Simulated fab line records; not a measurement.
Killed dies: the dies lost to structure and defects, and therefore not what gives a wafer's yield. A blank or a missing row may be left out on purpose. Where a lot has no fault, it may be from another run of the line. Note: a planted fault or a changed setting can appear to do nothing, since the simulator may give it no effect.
Which tool is to blame? | flow n5Finfet | 9 lots with 27 wafers sampled at 3 steps, on a route of 1938 steps

== WHAT THE GAUGES SHOWED, per wafer ==
N5_BEOL_M4_RC_MEAS_101. Usual: DIBL_N 36.0 mV/V, standard deviation 2.5; DIBL_P 36.7 mV/V, standard deviation 3; IOFF_N 0.16 nA/um, standard deviation 0.043; IOFF_P 0.21 nA/um, standard deviation 0.049; ION_N 673 uA/um, standard deviation 15; ION_P 461 uA/um, standard deviation 9.8; SS_N 71.5 mV/dec, standard deviation 0.83; SS_P 73.4 mV/dec, standard deviation 0.83; VT_N 250 mV, standard deviation 4; VT_P -251 mV, standard deviation 4.
lot  | measured     | on        | DIBL_N (mV/V)  | DIBL_P (mV/V)  | IOFF_N (nA/um) | IOFF_P (nA/um) | ION_N (uA/um) | ION_P (uA/um) | SS_N (mV/dec)  | SS_P (mV/dec)  | VT_N (mV)   | VT_P (mV)      | flag
L373 | day 7 16:49  | prober-02 | 41.7 36.4 36.7 | 41.5 34.4 34.5 | 0.27 0.14 0.15 | 0.30 0.17 0.18 | 687 663 664   | 465 449 449   | 73.2 71.2 71.7 | 75.1 73.3 74.0 | 244 255 255 | -247 -257 -255 | 
L372 | day 7 17:22  | prober-01 | 32.1 33.0 31.8 | 33.7 33.8 33.3 | 0.12 0.14 0.12 | 0.18 0.18 0.17 | 657 671 663   | 456 459 459   | 70.5 71.7 70.7 | 72.6 72.8 72.1 | 254 254 252 | -254 -254 -250 | 
L375 | day 8 17:45  | prober-02 | 40.0 35.5 40.0 | 40.1 35.4 41.3 | 0.22 0.14 0.24 | 0.28 0.20 0.32 | 691 664 700   | 467 455 482   | 72.0 71.4 72.0 | 73.9 73.4 73.7 | 243 251 242 | -243 -251 -243 | 
L376 | day 8 18:52  | prober-01 | 29.9 35.4 32.0 | 30.0 36.9 32.9 | 0.09 0.16 0.11 | 0.13 0.22 0.17 | 677 671 675   | 470 467 475   | 69.7 71.6 71.5 | 71.6 72.5 71.8 | 256 245 254 | -257 -249 -250 | 
L384 | day 10 21:15 | prober-02 | 34.1 34.7 35.0 | 31.5 31.4 31.5 | 0.12 0.11 0.13 | 0.19 0.18 0.20 | 685 651 662   | 473 455 466   | 70.1 71.0 70.8 | 72.6 72.2 72.7 | 253 256 253 | -250 -248 -248 | 
L386 | day 11 03:30 | prober-01 | 41.8 34.5 35.7 | 41.4 32.9 33.3 | 0.27 0.13 0.13 | 0.32 0.18 0.18 | 684 668 650   | 462 462 447   | 73.2 70.4 71.9 | 74.9 72.5 73.4 | 247 251 256 | -244 -251 -251 | 
L387 | day 12 02:37 | prober-01 | 34.7 38.4 35.1 | 34.9 39.5 35.9 | 0.14 0.21 0.15 | 0.19 0.27 0.21 | 677 684 670   | 466 469 459   | 70.6 72.1 71.5 | 73.5 74.4 72.9 | 251 246 252 | -250 -248 -253 | 
L394 | day 14 07:53 | prober-01 | 36.6 35.8 35.0 | 39.2 38.0 36.9 | 0.19 0.16 0.14 | 0.24 0.21 0.20 | 694 684 669   | 479 469 461   | 70.8 71.7 71.0 | 73.8 73.5 73.1 | 242 248 252 | -249 -251 -250 | 
L395 | day 14 13:20 | prober-01 | 35.6 37.2 35.3 | 36.6 38.3 36.1 | 0.14 0.17 0.13 | 0.17 0.19 0.16 | 672 683 650   | 454 463 445   | 71.1 71.8 70.9 | 72.9 73.6 73.2 | 252 251 254 | -256 -254 -258 | 

N5_MIM_TOP_LITHO_OVL_MEAS_11. Usual: MIM_TOP_OVL 2 nm, standard deviation 5.9.
lot  | measured     | on         | MIM_TOP_OVL (nm) | flag
L373 | day 11 17:35 | overlay-02 | -3 4 -3          | 
L372 | day 11 12:43 | overlay-02 | 4 -5 8           | 
L375 | day 12 20:13 | overlay-01 | 14 13 8          | 
L376 | day 12 17:26 | overlay-01 | 9 6 6            | 
L384 | day 14 22:14 | overlay-01 | -8 -3 -5         | 
L386 | day 16 12:04 | overlay-02 | 8 8 9            | 
L387 | day 16 08:22 | overlay-01 | 0 -3 -3          | 
L394 | day 18 02:31 | overlay-01 | 18 8 5           | 
L395 | day 18 15:41 | overlay-02 | -1 -1 7          | 

N5_MIM_BOT_LITHO_OVL_MEAS_11. Usual: MIM_BOT_OVL 3 nm, standard deviation 5.3.
lot  | measured     | on         | MIM_BOT_OVL (nm) | flag
L373 | day 11 18:37 | overlay-01 | 3 2 6            | 
L372 | day 11 13:43 | overlay-01 | 9 4 3            | 
L375 | day 12 21:07 | overlay-01 | 6 8 1            | 
L376 | day 12 18:25 | overlay-01 | 8 2 0            | 
L384 | day 14 23:07 | overlay-02 | 4 6 -6           | 
L386 | day 16 12:50 | overlay-01 | -3 1 -2          | 
L387 | day 16 09:06 | overlay-01 | -5 -3 -2         | 
L394 | day 18 03:53 | overlay-01 | 8 11 1           | 
L395 | day 18 16:34 | overlay-02 | 10 7 5           | 

== WHICH TOOL RAN EACH LOT (tool, then ch and the chambers of the sampled wafers, then the start) ==
There is no process step in the record ahead of these readings.

== WHAT THE TOOLS THEMSELVES READ (means of the sampled wafers that have a number; where no wafer has one, the mark that the record gives instead) ==
The record holds no such reading with a usual standard deviation.

== THE ANSWER, worked out from the rows above alone ==
Rule: a lot counts as off when the mean over its wafers that have a number is more than 3 standard deviations away from the usual mean. Also off: a lot with no number at a reading for which 4 or more lots have one. Where the step has rows for the other lots, those lots are counted as sound. The gauges are gone through in route order, then the tools' own readings, and for those a lot's mean is taken as printed above. The first step at which some lot is off is used, and at that step the reading that is off furthest; a lot without a number counts as furthest.
No lot is off on any of the readings shown, so nothing can be concluded from this.

== WHAT WAS PUT IN BY THE SIMULATOR ==
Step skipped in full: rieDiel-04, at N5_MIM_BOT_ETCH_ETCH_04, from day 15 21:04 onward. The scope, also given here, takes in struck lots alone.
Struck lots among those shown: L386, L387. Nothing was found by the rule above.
